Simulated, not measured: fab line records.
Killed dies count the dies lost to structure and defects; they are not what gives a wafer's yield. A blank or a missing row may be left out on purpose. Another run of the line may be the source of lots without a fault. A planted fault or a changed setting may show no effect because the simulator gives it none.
Which tool is to blame? || flow n5-finfet || 7 lots, 21 wafers sampled, at 2 steps of a route of 1938

WHAT THE GAUGES READ, wafer by wafer
N5_DUMMY_GATE_INSPECT_27: inspects for defects (brightfield).
{"lot": "L621", "measured": "day 3 17:19", "on": "defect-inspect-01", "raw-defect-count": "346 564 450"}
{"lot": "L624", "measured": "day 4 13:33", "on": "defect-inspect-02", "raw-defect-count": "239 218 219"}
{"lot": "L626", "measured": "day 4 22:27", "on": "defect-inspect-01", "raw-defect-count": "277 311 270"}
{"lot": "L628", "measured": "day 5 10:43", "on": "defect-inspect-01", "raw-defect-count": "236 278 208"}
{"lot": "L634", "measured": "day 7 02:49", "on": "defect-inspect-02", "raw-defect-count": "177 271 362"}
{"lot": "L636", "measured": "day 7 11:55", "on": "defect-inspect-02", "raw-defect-count": "236 311 531"}
{"lot": "L638", "measured": "day 8 00:30", "on": "defect-inspect-01", "raw-defect-count": "421 775 464"}

EACH LOT AND THE TOOL THAT RAN IT (in order: tool; ch and the chambers of the sampled wafers; start)
{"lot": "L621", "N5_DUMMY_GATE_STRIP_48": "rie-diel-01 ch 0,1, day 3 17:08"}
{"lot": "L624", "N5_DUMMY_GATE_STRIP_48": "rie-diel-06 ch 0,1, day 4 13:22"}
{"lot": "L626", "N5_DUMMY_GATE_STRIP_48": "rie-diel-02 ch 0,2,3, day 4 22:16"}
{"lot": "L628", "N5_DUMMY_GATE_STRIP_48": "rie-diel-06 ch 0,1,2, day 5 10:31"}
{"lot": "L634", "N5_DUMMY_GATE_STRIP_48": "rie-diel-06 ch 1,3, day 7 02:38"}
{"lot": "L636", "N5_DUMMY_GATE_STRIP_48": "rie-diel-01 ch 0,2, day 7 11:43"}
{"lot": "L638", "N5_DUMMY_GATE_STRIP_48": "rie-diel-02 ch 0,1,3, day 8 00:19"}
- N5_DUMMY_GATE_STRIP_48: strips in N2/H2, time 20 s.

THE ANSWER, worked out from the rows above alone
Rule: usual is defined by the lots themselves. The widest of any qualifying gaps counts: lots, ordered by their means at a reading, are off when they make up no more than a third of the lots, leave a main group of 4 or more, and stand apart from it by 3 or more times the standard deviation of that group's means. Not used: any main group whose means are identical at the precision the tables above print for the reading. A lot without any number at a reading at which 4 lots or more have one is off too. The other lots that the step has rows for count as sound.
None of the lots is off at any reading shown; this tells nothing.

WHAT HAD BEEN PUT IN BY THE SIMULATOR
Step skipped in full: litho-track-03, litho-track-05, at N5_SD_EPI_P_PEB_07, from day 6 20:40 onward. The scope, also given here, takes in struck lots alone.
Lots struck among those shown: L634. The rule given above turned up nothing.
